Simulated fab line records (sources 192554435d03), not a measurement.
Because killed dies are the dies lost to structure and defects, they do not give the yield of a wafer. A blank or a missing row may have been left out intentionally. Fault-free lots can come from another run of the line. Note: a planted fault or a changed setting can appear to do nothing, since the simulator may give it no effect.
fab line records | flow n5_finfet
[record] lots = 24 wafers = 72 last_day = 19
route steps=1938 shown BEOL_M4@1084 BEOL_M5@1126
lots untouched by any fault: they come from a run of this same line in which no faults occurred
start_h: hours from the record's first day to the start of the lot's first wafer shown | wait_h: time in hours since the lot's previous step | " identical to the entry in the row above | L1.1+2: a row that stands for several wafers | - either no value or no given start | * or withheld: withheld | < > ~ a bound
route shown NAME@n: names a module that has steps shown in the file, with the first one's number in the route | usual: the fault-free wafers' mean and standard deviation | same: alike in all rows | chamber/n: place in a boat | sites: the reading at each site | _std_site: their standard deviation | _edge_site: inner sites' mean taken away from outer sites' mean | radius_mm: for every site, how far away it sits from the centre of the wafer | mask NAME#n: copy n | behind: the most recent tool/chamber to have shaped the wafer | hold: cause of the lot's hold/its duration in hours/its outcome | device: whichever transistor did not switch (one of n, p or np) | end of line: the same wafers' tests at the end of the route | a step without rows: its recipe alone | killed: dies that structure and defects cost at the first sort, which is not the same as the wafer's yield | map: the dies of a wafer, with x for killed, . for not killed, _ for no die there
set.NAME: the setting that was run; set.NAME@STEP: the one run at that earlier step | model.NAME: the simulator's own value behind a step, which no gauge read
one table for each step of the route and one row for each wafer, over a sample of lots
services: the hour from which a tool's chamber was out of use, counted from the record's first day as start_h (under 0 if before that day), plus the number of hours and why
[[steps]]
[step N5_BEOL_M4_SPUTTER_48]
[recipe] material = Cu target_thk_a = 45 temp_c = -20 chamber_pressure_pa = 0.07 power_w = withheld time_s = 8.29
[usual] chuck_sensor_temp_C = -15.9/0.72 throttle_valve_pct = 30.3/1.2
[same] time_s = 8.29
// columns lot.wafer tool chamber start_h wait_h chuck_sensor_temp_C throttle_valve_pct
L075.1 pvd_sputter-01 - 182.48 0.1 -15.9 29.9
L075.2 " - " " -16.9 32.9
L075.6 " - " " -17.0 33.2
L074.2 pvd_sputter-03 - 182.81 0.2 -15.8 29.1
L074.3 " - " " -14.3 30.2
L074.5 " - " " -15.3 28.9
L078.1 pvd_sputter-03 - 189.17 0.1 -16.6 30.8
L078.3 " - " " -14.4 30.3
L078.5 " - " " -15.9 29.0
L076.1 pvd_sputter-01 - 201.07 0.1 -16.6 31.5
L076.3 " - " " -16.8 32.9
L076.6 " - " " -16.9 32.8
L077.1 pvd_sputter-01 - 205.79 0.1 -16.8 33.0
L077.4 " - " " -16.2 31.0
L077.5 " - " " -16.4 31.6
L079.1 pvd_sputter-03 - 206.22 0.3 -15.6 28.9
L079.4 " - " " -16.8 30.9
L079.6 " - " " -16.5 30.9
L080.2 pvd_sputter-03 - 208.36 1.8 -15.5 28.9
L080.5 " - " " -15.4 29.1
L080.6 " - " " -16.6 31.1
L082.2 pvd_sputter-01 - 234.58 0.1 -15.8 29.6
L082.4 " - " " -16.4 31.8
L082.5 " - " " -15.9 30.9
L081.1 pvd_sputter-03 - 234.88 0.2 -15.8 29.1
L081.3 " - " " -15.6 29.4
L081.6 " - " " -15.8 29.1
L083.1 pvd_sputter-01 - 246.99 0.1 -16.4 31.3
L083.4 " - " " -15.8 29.9
L083.5 " - " " -15.5 29.8
L084.1 pvd_sputter-03 - 251.58 0.1 -15.7 29.1
L084.5 " - " " -14.4 30.6
L084.6 " - " " -16.6 31.0
L085.1 pvd_sputter-02 - 271.69 0.1 -15.9 28.3
L085.4 " - " " -15.7 31.7
L085.5 " - " " -15.9 29.9
L086.1 pvd_sputter-02 - 273.53 1.5 -16.3 29.4
L086.2 " - " " -16.0 28.4
L086.4 " - " " -15.8 31.6
L088.2 pvd_sputter-03 - 279.59 0.2 -14.2 30.4
L088.3 " - " " -15.8 29.2
L088.5 " - " " -16.7 30.6
L087.1 pvd_sputter-01 - 286.63 0.3 -16.8 33.0
L087.5 " - " " -16.3 30.9
L087.6 " - " " -16.4 31.5
L089.1 pvd_sputter-01 - 291.73 1.8 -15.7 29.7
L089.3 " - " " -16.1 30.9
L089.4 " - " " -16.9 32.9
L093.2 pvd_sputter-02 - 295.08 0.1 -15.9 31.7
L093.3 " - " " -16.4 29.5
L093.5 " - " " -16.2 28.6
L090.4 pvd_sputter-03 - 295.44 0.2 -16.0 29.2
L090.5 " - " " -16.7 30.9
L090.6 " - " " -14.2 30.1
L091.1 pvd_sputter-02 - 296.96 1.2 -16.2 28.5
L091.2 " - " " -15.9 32.0
L091.4 " - " " -16.0 29.7
L092.4 pvd_sputter-02 - 304.24 0.0 -16.1 28.6
L092.5 " - " " -16.4 29.5
L092.6 " - " " -16.0 29.8
L095.1 pvd_sputter-03 - 305.02 0.2 -15.6 29.1
L095.3 " - " " -16.5 31.0
L095.5 " - " " -16.5 31.1
L094.1 pvd_sputter-03 - 315.73 0.1 -14.4 30.3
L094.2 " - " " -15.8 28.9
L094.3 " - " " -16.5 30.6
L096.1 pvd_sputter-01 - 330.90 0.2 -16.3 31.4
L096.5 " - " " -16.4 30.6
L096.6 " - " " -16.5 31.5
L097.1 pvd_sputter-03 - 344.84 1.5 -15.6 29.1
L097.3 " - " " -15.9 29.3
L097.5 " - " " -15.6 29.0
[step N5_BEOL_M5_CD_MEAS_11]
[recipe] target_cd_nm = 27.74 landing_energy_ev = 500 detector = se_inlens
[usual] cd_nm = 28.03/0.25
// columns lot.wafer tool chamber start_h wait_h cd_nm
L075.1 cd_sem-01 0 188.93 - 27.77
L075.2 " 0 " " 27.68
L075.6 " 0 " " 28.22
L074.2 cd_sem-02 0 188.97 - 28.13
L074.3 " 0 " " 28.49
L074.5 " 0 " " 27.85
L078.1 cd_sem-01 0 197.89 - 28.34
L078.3 " 0 " " 27.84
L078.5 " 0 " " 28.62
L076.1 cd_sem-02 0 206.51 - 28.02
L076.3 " 0 " " 27.94
L076.6 " 0 " " 28.43
L077.1 cd_sem-01 0 210.67 - 28.07
L077.4 " 0 " " 27.88
L077.5 " 0 " " 27.67
L079.1 cd_sem-02 0 211.77 - 28.14
L079.4 " 0 " " 28.32
L079.6 " 0 " " 28.02
L080.2 cd_sem-01 0 216.20 - 27.76
L080.5 " 0 " " 27.95
L080.6 " 0 " " 28.17
L082.2 cd_sem-02 0 240.72 - 27.72
L082.4 " 0 " " 27.65
L082.5 " 0 " " 28.08
L081.1 cd_sem-02 0 240.88 - 27.83
L081.3 " 0 " " 28.12
L081.6 " 0 " " 28.05
L083.1 cd_sem-02 0 252.03 - 27.76
L083.4 " 0 " " 27.86
L083.5 " 0 " " 27.60
L084.1 cd_sem-02 0 257.35 - 27.86
L084.5 " 0 " " 28.26
L084.6 " 0 " " 27.75
L085.1 cd_sem-02 0 276.61 - 28.09
L085.4 " 0 " " 27.89
L085.5 " 0 " " 27.97
L086.1 cd_sem-01 0 279.06 - 27.84
L086.2 " 0 " " 28.03
L086.4 " 0 " " 27.79
L088.2 cd_sem-01 0 285.86 - 28.52
L088.3 " 0 " " 28.04
L088.5 " 0 " " 27.83
L087.1 cd_sem-01 0 294.62 - 27.99
L087.5 " 0 " " 27.90
L087.6 " 0 " " 28.17
L089.1 cd_sem-01 0 298.30 - 28.30
L089.3 " 0 " " 28.43
L089.4 " 0 " " 28.01
L093.2 cd_sem-01 0 301.68 - 28.52
L093.3 " 0 " " 28.66
L093.5 " 0 " " 28.07
L090.4 cd_sem-01 0 301.90 - 28.21
L090.5 " 0 " " 27.87
L090.6 " 0 " " 27.82
L091.1 cd_sem-01 0 302.19 - 28.19
L091.2 " 0 " " 27.88
L091.4 " 0 " " 27.91
L092.4 cd_sem-01 0 313.72 - 27.98
L092.5 " 0 " " 27.89
L092.6 " 0 " " 28.33
L095.1 cd_sem-01 0 313.99 - 27.90
L095.3 " 0 " " 28.59
L095.5 " 0 " " 27.86
L094.1 cd_sem-01 0 321.52 - 28.26
L094.2 " 0 " " 27.82
L094.3 " 0 " " 28.04
L096.1 cd_sem-03 0 336.64 - 27.54
L096.5 " 0 " " 27.92
L096.6 " 0 " " 27.67
L097.1 cd_sem-03 0 350.51 - 28.33
L097.3 " 0 " " 28.02
L097.5 " 0 " " 28.14
[step N5_BEOL_M5_ETCH_62]
[recipe] chemistry = N2/H2 target = SOC target_depth_a = 750 overetch_a = 150 mask_material = SiARC temp_c = 40 time_s = 112.5 ion_energy_ev = 200 pressure_mtorr = 30 source_w = 840 bias_w = 150 n2_flow_sccm = 200 h2_flow_sccm = 200
[usual] drypump_motor_current_A = 5.6/0.42 oes_product_au = 0.61/0.061 rf_vpp_V = 523.8/2.1 showerhead_plenum_p_Torr = 2.54/0.068 throttle_valve_pct = 17.86/0.23
[same] time_s = 112.5
// columns lot.wafer tool chamber start_h wait_h drypump_motor_current_A oes_product_au rf_hours_counter_h rf_vpp_V showerhead_plenum_p_Torr throttle_valve_pct
L075.1 rie_diel-06 0 189.14 0.0 5.2 0.63 112 521.4 2.46 18.07
L075.2 " 2 " " 5.7 0.59 178 527.7 2.64 17.93
L075.6 " 1 " " 6.5 0.54 - 524.6 2.53 18.08
L074.2 rie_diel-02 0 189.17 0.0 5.1 0.56 199 526.0 2.61 18.13
L074.3 " 1 " " 5.6 0.67 50 522.9 2.49 17.84
L074.5 " 2 " " 6.0 0.60 - 524.0 2.54 17.75
L078.1 rie_diel-05 2 198.26 0.0 6.2 0.66 65 523.8 2.60 17.58
L078.3 " 0 " " 5.2 0.66 88 522.4 2.45 17.25
L078.5 " 1 " " 5.6 0.57 - 526.1 2.62 17.77
L076.1 rie_diel-05 2 206.71 0.0 6.2 0.65 67 525.4 2.60 17.56
L076.3 " 1 " " 5.6 0.56 219 525.7 2.62 17.79
L076.6 " 2 " " 6.2 0.66 - 524.5 2.60 17.57
L077.1 rie_diel-06 2 210.87 0.0 5.6 0.58 183 526.3 2.63 17.94
L077.4 " 0 " " 5.2 0.63 117 521.8 2.46 18.07
L077.5 " 2 " " 5.6 0.59 - 526.1 2.63 17.96
L079.1 rie_diel-06 2 211.98 0.0 5.6 0.59 183 527.7 2.63 17.96
L079.4 " 0 " " 5.1 0.62 117 520.8 2.46 18.07
L079.6 " 2 " " 5.6 0.59 - 526.9 2.63 17.93
L080.2 rie_diel-05 0 216.50 0.0 5.2 0.65 90 521.8 2.45 17.28
L080.5 " 2 " " 6.2 0.65 - 527.2 2.60 17.58
L080.6 " 3 " " 5.1 0.54 - 522.4 2.49 18.09
L082.2 rie_diel-02 3 240.94 0.0 5.6 0.71 16 522.6 2.50 17.70
L082.4 " 3 " " 5.6 0.72 - 522.0 2.50 17.71
L082.5 " 2 " " 6.1 0.59 - 524.9 2.53 17.78
L081.1 rie_diel-06 3 241.11 0.0 5.6 0.58 198 525.3 2.62 17.95
L081.3 " 2 " " 5.7 0.59 191 526.3 2.63 17.95
L081.6 " 3 " " 5.7 0.57 - 526.8 2.62 17.97
L083.1 rie_diel-05 0 252.24 0.0 5.3 0.65 99 521.3 2.44 17.25
L083.4 " 2 " " 6.2 0.65 77 524.7 2.60 17.60
L083.5 " 3 " " 5.1 0.76 - 523.2 2.49 17.71
L084.1 rie_diel-05 3 257.55 0.0 5.1 0.76 5 522.1 2.48 17.73
L084.5 " 0 " " 5.3 0.65 - 522.2 2.44 17.27
L084.6 " 1 " " 5.6 0.56 - 525.9 2.62 17.80
L085.1 rie_diel-06 0 276.82 0.0 5.2 0.62 136 522.0 2.45 18.12
L085.4 " 2 " " 5.6 0.57 - 525.3 2.63 17.97
L085.5 " 0 " " 5.2 0.62 - 521.4 2.45 18.10
L086.1 rie_diel-02 3 279.26 0.0 5.7 0.69 27 521.1 2.50 17.73
L086.2 " 0 " " 5.1 0.56 211 527.4 2.61 18.16
L086.4 " 2 " " 6.0 0.59 188 523.0 2.53 17.82
L088.2 rie_diel-02 0 286.06 0.0 5.1 0.55 213 527.6 2.60 18.15
L088.3 " 1 " " 5.7 0.64 78 522.5 2.48 17.90
L088.5 " 3 " " 5.6 0.69 - 522.3 2.49 17.74
L087.1 rie_diel-06 2 294.82 0.0 5.6 0.57 209 526.3 2.62 18.00
L087.5 " 0 " " 5.2 0.60 - 521.1 2.45 18.13
L087.6 " 3 " " 5.6 0.56 - 526.3 2.62 17.98
L089.1 rie_diel-02 3 298.74 0.0 5.6 0.69 33 523.5 2.49 17.76
L089.3 " 2 " " 6.1 0.58 194 523.6 2.53 17.81
L089.4 " 1 " " 5.6 0.64 83 521.6 2.48 17.91
L093.2 rie_diel-05 0 302.35 0.0 5.3 0.63 114 519.8 2.44 17.30
L093.3 " 3 " " 5.1 0.73 17 523.6 2.48 17.75
L093.5 " 3 " " 5.1 0.73 - 521.9 2.48 17.76
L090.4 rie_diel-05 1 302.80 0.0 5.6 0.55 243 525.7 2.61 17.82
L090.5 " 2 " " 6.2 0.64 - 525.4 2.59 17.62
L090.6 " 1 " " 5.6 0.54 - 524.8 2.61 17.81
L091.1 rie_diel-02 1 302.93 0.0 5.7 0.64 85 521.9 2.48 17.92
L091.2 " 3 " " 5.6 0.68 34 522.0 2.49 17.74
L091.4 " 2 " " 6.0 0.58 195 522.8 2.53 17.81
L092.4 rie_diel-06 1 313.98 0.0 6.5 0.75 2 523.8 2.52 17.70
L092.5 " 2 " " 5.7 0.57 - 526.2 2.62 18.00
L092.6 " 1 " " 6.6 0.76 - 522.0 2.52 17.69
L095.1 rie_diel-06 3 314.49 0.0 5.6 0.56 222 526.6 2.61 17.98
L095.3 " 1 " " 6.6 0.76 2 523.4 2.52 17.69
L095.5 " 1 " " 6.5 0.76 - 522.8 2.52 17.69
L094.1 rie_diel-02 3 321.72 0.0 5.6 0.69 39 521.8 2.49 17.75
L094.2 " 1 " " 5.6 0.63 89 520.2 2.48 17.93
L094.3 " 0 " " 5.1 0.55 224 525.4 2.60 18.19
L096.1 rie_diel-02 1 336.92 0.0 5.6 0.63 93 521.1 2.48 17.94
L096.5 " 2 " " 6.0 0.57 - 524.1 2.52 17.84
L096.6 " 3 " " 5.6 0.68 - 522.3 2.49 17.75
L097.1 rie_diel-06 2 350.71 0.0 5.6 0.56 227 523.5 2.62 18.02
L097.3 " 3 " " 5.7 0.55 233 526.5 2.61 18.01
L097.5 " 3 " " 5.7 0.56 - 526.3 2.61 18.01
[step N5_BEOL_M5_STRIP_19]
[recipe] chemistry = O2 power_w = 400 temp_c = 40 pressure_mtorr = 30 rf_frequency_hz = 6e+07 bias_power_w = 0 overash_fraction = 0.2 o2_flow_sccm = 225
[usual] drypump_motor_current_A = 5.6/0.41 oes_product_au = 0.78/0.079 rf_vpp_V = 3.7/0.5 showerhead_plenum_p_Torr = 2.09/0.06 throttle_valve_pct = 16.68/0.21
// columns lot.wafer tool chamber start_h wait_h drypump_motor_current_A oes_product_au rf_hours_counter_h rf_vpp_V showerhead_plenum_p_Torr throttle_valve_pct
L075.1 rie_diel-06 2 189.46 0.1 5.6 0.74 178 3.9 2.17 16.64
L075.2 " 3 " " 5.6 0.71 184 3.3 2.18 16.89
L075.6 " 3 " " 5.7 0.71 - 3.5 2.18 16.88
L074.2 rie_diel-06 3 189.54 0.1 5.6 0.72 184 3.9 2.18 16.88
L074.3 " 2 " " 5.6 0.74 178 4.3 2.17 16.65
L074.5 " 3 " " 5.7 0.72 - 4.0 2.18 16.90
L078.1 rie_diel-06 3 198.60 0.1 5.7 0.71 187 4.0 2.18 16.88
L078.3 " 2 " " 5.6 0.74 180 2.6 2.17 16.65
L078.5 " 3 " " 5.7 0.71 - 3.6 2.18 16.87
L076.1 rie_diel-06 2 206.99 0.1 5.7 0.74 182 3.3 2.17 16.66
L076.3 " 0 " " 5.2 0.80 116 4.4 2.02 16.86
L076.6 " 2 " " 5.6 0.74 - 4.4 2.17 16.63
L077.1 rie_diel-06 1 211.15 0.1 6.5 0.68 233 3.9 2.07 16.80
L077.4 " 0 " " 5.2 0.80 117 3.8 2.02 16.87
L077.5 " 3 " " 5.6 0.71 - 3.8 2.18 16.89
L079.1 rie_diel-06 3 212.26 0.1 5.6 0.72 190 3.3 2.18 16.88
L079.4 " 1 " " 6.5 0.67 234 3.4 2.07 16.79
L079.6 " 0 " " 5.1 0.79 - 3.9 2.02 16.84
L080.2 rie_diel-05 1 216.77 0.1 5.6 0.70 221 4.0 2.15 16.64
L080.5 " 1 " " 5.6 0.70 - 4.3 2.15 16.64
L080.6 " 0 " " 5.2 0.84 - 3.2 2.03 16.33
L082.2 rie_diel-02 2 241.23 0.1 6.1 0.74 177 3.5 2.10 16.75
L082.4 " 3 " " 5.6 0.91 - 4.3 2.04 16.35
L082.5 " 2 " " 6.0 0.74 - 3.7 2.10 16.75
L081.1 rie_diel-02 1 241.39 0.1 5.6 0.82 65 4.9 2.03 16.69
L081.3 " 2 " " 6.1 0.73 177 3.2 2.10 16.75
L081.6 " 1 " " 5.6 0.83 - 2.6 2.03 16.67
L083.1 rie_diel-05 3 252.51 0.1 5.1 0.95 4 4.7 2.06 16.54
L083.4 " 2 " " 6.2 0.82 77 2.6 2.13 16.40
L083.5 " 3 " " 5.1 0.96 - 3.8 2.06 16.57
L084.1 rie_diel-02 3 258.05 0.3 5.6 0.89 21 4.0 2.04 16.36
L084.5 " 2 " " 6.0 0.73 - 3.9 2.10 16.76
L084.6 " 3 " " 5.6 0.89 - 4.0 2.04 16.35
L085.1 rie_diel-05 1 277.10 0.1 5.6 0.69 236 3.8 2.15 16.68
L085.4 " 0 " " 5.2 0.82 107 4.6 2.03 16.39
L085.5 " 0 " " 5.2 0.81 - 3.8 2.03 16.40
L086.1 rie_diel-06 0 279.66 0.2 5.1 0.77 137 3.7 2.01 16.90
L086.2 " 3 " " 5.7 0.69 210 4.7 2.17 16.92
L086.4 " 3 " " 5.7 0.69 - 3.2 2.17 16.93
L088.2 rie_diel-02 0 286.34 0.1 5.1 0.68 214 3.9 2.16 17.03
L088.3 " 1 " " 5.6 0.80 79 4.1 2.02 16.70
L088.5 " 0 " " 5.1 0.68 - 4.1 2.16 17.01
L087.1 rie_diel-05 3 295.10 0.1 5.1 0.91 15 4.1 2.06 16.59
L087.5 " 2 " " 6.2 0.81 - 2.9 2.13 16.42
L087.6 " 3 " " 5.1 0.91 - 3.6 2.06 16.58
L089.1 rie_diel-02 1 299.22 0.3 5.6 0.81 83 3.8 2.02 16.70
L089.3 " 2 " " 6.0 0.72 194 4.4 2.09 16.78
L089.4 " 3 " " 5.6 0.88 33 4.2 2.03 16.38
L093.2 rie_diel-05 0 302.68 0.1 5.3 0.81 114 3.0 2.02 16.42
L093.3 " 1 " " 5.6 0.67 243 3.8 2.14 16.68
L093.5 " 3 " " 5.1 0.91 - 3.1 2.06 16.58
L090.4 rie_diel-02 3 303.08 0.1 5.6 0.87 34 3.9 2.03 16.40
L090.5 " 2 " " 6.1 0.72 - 4.4 2.09 16.80
L090.6 " 3 " " 5.6 0.86 - 3.8 2.03 16.38
L091.1 rie_diel-06 0 303.56 0.4 5.2 0.76 147 4.4 2.01 16.93
L091.2 " 2 " " 5.6 0.72 213 4.4 2.16 16.72
L091.4 " 2 " " 5.6 0.72 - 3.6 2.16 16.70
L092.4 rie_diel-06 3 314.37 0.2 5.6 0.68 222 4.0 2.17 16.96
L092.5 " 0 " " 5.2 0.76 - 3.6 2.01 16.92
L092.6 " 1 " " 6.5 0.96 - 3.1 2.06 16.38
L095.1 rie_diel-05 0 314.82 0.1 5.2 0.80 116 4.4 2.02 16.39
L095.3 " 1 " " 5.6 0.67 245 3.2 2.14 16.67
L095.5 " 2 " " 6.2 0.79 - 3.5 2.12 16.44
L094.1 rie_diel-02 1 322.00 0.1 5.6 0.79 89 4.0 2.02 16.72
L094.2 " 2 " " 6.0 0.72 200 3.5 2.09 16.81
L094.3 " 3 " " 5.6 0.86 39 3.9 2.03 16.38
L096.1 rie_diel-05 0 337.25 0.1 5.2 0.79 125 3.8 2.02 16.42
L096.5 " 3 " " 5.1 0.89 - 3.8 2.05 16.61
L096.6 " 2 " " 6.2 0.79 - 3.6 2.12 16.44
L097.1 rie_diel-02 3 350.99 0.1 5.6 0.85 49 3.5 2.03 16.42
L097.3 " 0 " " 5.1 0.68 234 3.8 2.15 17.08
L097.5 " 0 " " 5.1 0.67 - 3.4 2.15 17.07
[step N5_BEOL_M5_INSPECT_30]
[recipe] mode = adi inspect_instrument = brightfield
[usual] raw_defect_count = 414/100
// columns lot.wafer tool chamber start_h wait_h raw_defect_count
L074.2 defect_inspect-02 - 190.62 0.0 468
L074.3 " - " " 611
L074.5 " - " " 406
L075.1 defect_inspect-02 - 190.71 0.1 328
L075.2 " - " " 270
L075.6 " - " " 324
L078.1 defect_inspect-01 - 200.01 0.1 643
L078.3 " - " " 441
L078.5 " - " " 366
L076.1 defect_inspect-02 - 209.85 0.1 621
L076.3 " - " " 296
L076.6 " - " " 406
L080.2 defect_inspect-02 - 220.54 0.0 427
L080.5 " - " " 272
L080.6 " - " " 275
L077.1 defect_inspect-02 - 220.59 0.1 360
L077.4 " - " " 325
L077.5 " - " " 285
L079.1 defect_inspect-01 - 226.12 0.1 405
L079.4 " - " " 366
L079.6 " - " " 338
L081.1 defect_inspect-01 - 243.06 0.1 447
L081.3 " - " " 448
L081.6 " - " " 500
L082.2 defect_inspect-01 - 243.25 0.0 298
L082.4 " - " " 447
L082.5 " - " " 479
L083.1 defect_inspect-01 - 254.58 0.1 336
L083.4 " - " " 453
L083.5 " - " " 495
L084.1 defect_inspect-01 - 260.39 0.1 256
L084.5 " - " " 389
L084.6 " - " " 246
L085.1 defect_inspect-01 - 278.00 0.1 428
L085.4 " - " " 375
L085.5 " - " " 369
L086.1 defect_inspect-01 - 280.73 0.1 330
L086.2 " - " " 330
L086.4 " - " " 378
L088.2 defect_inspect-02 - 287.68 0.0 341
L088.3 " - " " 421
L088.5 " - " " 419
L087.1 defect_inspect-01 - 297.22 0.1 403
L087.5 " - " " 322
L087.6 " - " " 402
L089.1 defect_inspect-01 - 301.09 0.1 513
L089.3 " - " " 622
L089.4 " - " " 509
L093.2 defect_inspect-01 - 303.29 0.0 502
L093.3 " - " " 533
L093.5 " - " " 485
L090.4 defect_inspect-01 - 306.42 0.0 278
L090.5 " - " " 448
L090.6 " - " " 425
L091.1 defect_inspect-02 - 306.76 0.1 300
L091.2 " - " " 379
L091.4 " - " " 394
L092.4 defect_inspect-02 - 317.04 0.0 485
L092.5 " - " " 434
L092.6 " - " " 451
L095.1 defect_inspect-02 - 317.26 0.1 186
L095.3 " - " " 306
L095.5 " - " " 416
L094.1 defect_inspect-01 - 322.72 0.1 437
L094.2 " - " " 393
L094.3 " - " " 467
L096.1 defect_inspect-01 - 340.66 0.2 483
L096.5 " - " " 453
L096.6 " - " " 309
L097.1 defect_inspect-02 - 356.40 0.1 267
L097.3 " - " " 404
L097.5 " - " " 345
[step N5_BEOL_M5_ETCH_41]
[recipe] chemistry = CH3F/O2 target = SiCN target_depth_a = 315 taper_deg = 2 time_s = 56.7 ion_energy_ev = 120 mask_material = TiN pressure_mtorr = 30 source_w = 395 bias_w = 75 Ar_flow_sccm = 150 CH3F_flow_sccm = 30 O2_flow_sccm = 20
[usual] drypump_motor_current_A = 5.6/0.4 oes_product_au = 0.78/0.081 rf_vpp_V = 297.4/1.4 showerhead_plenum_p_Torr = 2.00/0.054 throttle_valve_pct = 16.32/0.21
[same] time_s = 56.7
// columns lot.wafer tool chamber start_h wait_h drypump_motor_current_A oes_product_au rf_hours_counter_h rf_vpp_V showerhead_plenum_p_Torr throttle_valve_pct
L074.2 rie_diel-06 3 - - 5.7 0.72 185 299.3 2.07 16.47
L074.3 " 2 " " 5.6 0.74 178 297.7 2.09 16.44
L074.5 " 2 " " 5.7 0.75 - 298.6 2.09 16.42
L075.1 rie_diel-05 3 - - 5.1 0.67 244 298.4 1.98 16.69
L075.2 " 2 " " 6.2 0.85 63 298.0 2.03 15.97
L075.6 " 3 " " 5.1 0.67 - 295.6 1.98 16.69
L078.1 rie_diel-06 1 - - 6.6 0.68 231 298.1 1.96 16.34
L078.3 " 0 " " 5.1 0.80 115 295.4 1.94 16.58
L078.5 " 2 " " 5.6 0.74 - 297.8 2.09 16.43
L076.1 rie_diel-02 2 - - 6.0 0.76 166 296.3 1.98 16.28
L076.3 " 1 " " 5.6 0.83 - 298.7 1.94 16.28
L076.6 " 1 " " 5.6 0.83 - 296.5 1.94 16.30
L080.2 rie_diel-06 2 - - 5.6 0.73 186 298.5 2.09 16.45
L080.5 " 2 " " 5.6 0.74 - 298.1 2.09 16.43
L080.6 " 3 " " 5.6 0.71 - 298.6 2.07 16.46
L077.1 rie_diel-02 1 - - 5.7 0.82 58 298.4 1.94 16.30
L077.4 " 1 " " 5.6 0.83 - 295.6 1.94 16.30
L077.5 " 2 " " 6.1 0.75 - 296.9 1.98 16.29
L079.1 rie_diel-05 2 - - 6.2 0.84 69 299.1 2.03 15.99
L079.4 " 1 " " 5.6 0.72 - 297.5 2.05 16.28
L079.6 " 0 " " 5.2 0.83 - 295.2 1.96 16.08
L081.1 rie_diel-05 1 - - 5.6 0.71 227 299.2 2.05 16.29
L081.3 " 2 " " 6.2 0.84 74 298.2 2.02 16.00
L081.6 " 0 " " 5.2 0.82 - 295.6 1.95 16.12
L082.2 rie_diel-02 0 - - 5.1 0.70 203 297.3 2.08 16.75
L082.4 " 3 " " 5.7 0.92 17 296.1 1.95 16.02
L082.5 " 3 " " 5.6 0.91 - 295.0 1.95 16.02
L083.1 rie_diel-05 2 - - 6.2 0.83 77 297.3 2.02 16.01
L083.4 " 1 " " 5.7 0.71 230 297.2 2.05 16.29
L083.5 " 3 " " 5.1 0.96 - 298.4 1.98 16.27
L084.1 rie_diel-06 2 - - 5.7 0.73 196 298.8 2.09 16.45
L084.5 " 2 " " 5.7 0.73 - 298.4 2.09 16.47
L084.6 " 1 " " 6.6 0.67 - 296.7 1.95 16.39
L085.1 rie_diel-05 0 - - 5.2 0.81 107 296.7 1.95 16.13
L085.4 " 3 " " 5.1 0.94 11 296.2 1.98 16.29
L085.5 " 1 " " 5.6 0.71 - 297.4 2.04 16.33
L086.1 rie_diel-02 1 - - 5.6 0.81 77 297.1 1.93 16.32
L086.2 " 3 " " 5.6 0.89 27 297.2 1.94 16.05
L086.4 " 0 " " 5.1 0.69 211 299.2 2.08 16.76
L088.2 rie_diel-06 2 - - 5.6 0.72 207 297.7 2.08 16.47
L088.3 " 3 " " 5.7 0.69 213 299.5 2.06 16.50
L088.5 " 0 " " 5.1 0.76 - 294.1 1.94 16.64
L087.1 rie_diel-06 3 - - 5.6 0.69 216 298.6 2.06 16.52
L087.5 " 2 " " 5.6 0.72 - 298.9 2.08 16.47
L087.6 " 3 " " 5.6 0.69 - 298.8 2.06 16.53
L089.1 rie_diel-02 0 - - 5.1 0.68 219 297.4 2.08 16.76
L089.3 " 1 " " 5.7 0.80 84 297.1 1.93 16.36
L089.4 " 2 " " 6.1 0.74 195 295.5 1.98 16.33
L093.2 rie_diel-06 0 - - 5.1 0.77 147 296.4 1.93 16.65
L093.3 " 2 " " 5.6 0.72 214 296.8 2.08 16.48
L093.5 " 0 " " 5.2 0.76 - 294.6 1.93 16.64
L090.4 rie_diel-05 2 - - 6.2 0.81 90 298.0 2.02 16.04
L090.5 " 1 " " 5.6 0.70 - 299.2 2.04 16.34
L090.6 " 2 " " 6.2 0.82 - 298.5 2.02 16.04
L091.1 rie_diel-06 0 - - 5.1 0.76 147 296.8 1.93 16.63
L091.2 " 1 " " 6.6 0.98 0 297.5 1.95 15.93
L091.4 " 2 " " 5.6 0.72 214 298.9 2.08 16.48
L092.4 rie_diel-05 1 - - 5.6 0.70 246 299.5 2.04 16.33
L092.5 " 1 " " 5.6 0.69 - 298.0 2.04 16.34
L092.6 " 2 " " 6.2 0.81 - 296.6 2.02 16.04
L095.1 rie_diel-02 0 - - 5.1 0.68 223 298.5 2.08 16.78
L095.3 " 2 " " 6.1 0.73 199 297.6 1.97 16.33
L095.5 " 3 " " 5.6 0.87 - 295.9 1.94 16.05
L094.1 rie_diel-05 1 - - 5.6 0.69 249 298.8 2.04 16.33
L094.2 " 0 " " 5.3 0.80 120 297.1 1.95 16.15
L094.3 " 2 " " 6.2 0.81 95 298.3 2.02 16.06
L096.1 rie_diel-05 3 - - 5.1 0.89 26 295.4 1.97 16.32
L096.5 " 2 " " 6.2 0.80 - 298.3 2.02 16.07
L096.6 " 3 " " 5.1 0.89 - 295.8 1.97 16.32
L097.1 rie_diel-05 2 - - 6.2 0.80 107 298.0 2.01 16.07
L097.3 " 3 " " 5.1 0.88 32 295.9 1.97 16.33
L097.5 " 2 " " 6.2 0.80 - 297.5 2.01 16.05
[[services]]
// columns tool chamber start_h hours kind
rie_diel-02 3 205.74 6.4 repair
rie_diel-02 0 207.35 34.2 repair
rie_diel-05 3 225.33 - clean
rie_diel-05 3 225.33 - consumable_replace:focus_ring
rie_diel-05 3 225.33 13.3 scheduled_down
rie_diel-05 3 225.33 13.3 vent_cycle
pvd_sputter-02 - 229.10 4.9 repair
rie_diel-02 - 257.56 0.3 repair
rie_diel-05 2 260.27 5.0 repair
pvd_sputter-01 - 264.67 2.1 repair
rie_diel-02 0 271.01 5.8 repair
rie_diel-06 1 271.31 - clean
rie_diel-06 1 271.31 - consumable_replace:focus_ring
rie_diel-06 1 271.31 32.9 scheduled_down
rie_diel-06 1 271.31 32.9 vent_cycle
rie_diel-06 - 295.07 0.1 repair
rie_diel-05 3 319.91 10.7 repair
rie_diel-02 1 328.63 4.6 repair
rie_diel-05 1 330.59 - clean
rie_diel-05 1 330.59 - consumable_replace:focus_ring
rie_diel-05 1 330.59 19.4 scheduled_down
rie_diel-05 1 330.59 19.4 vent_cycle
[[key]]
fault none
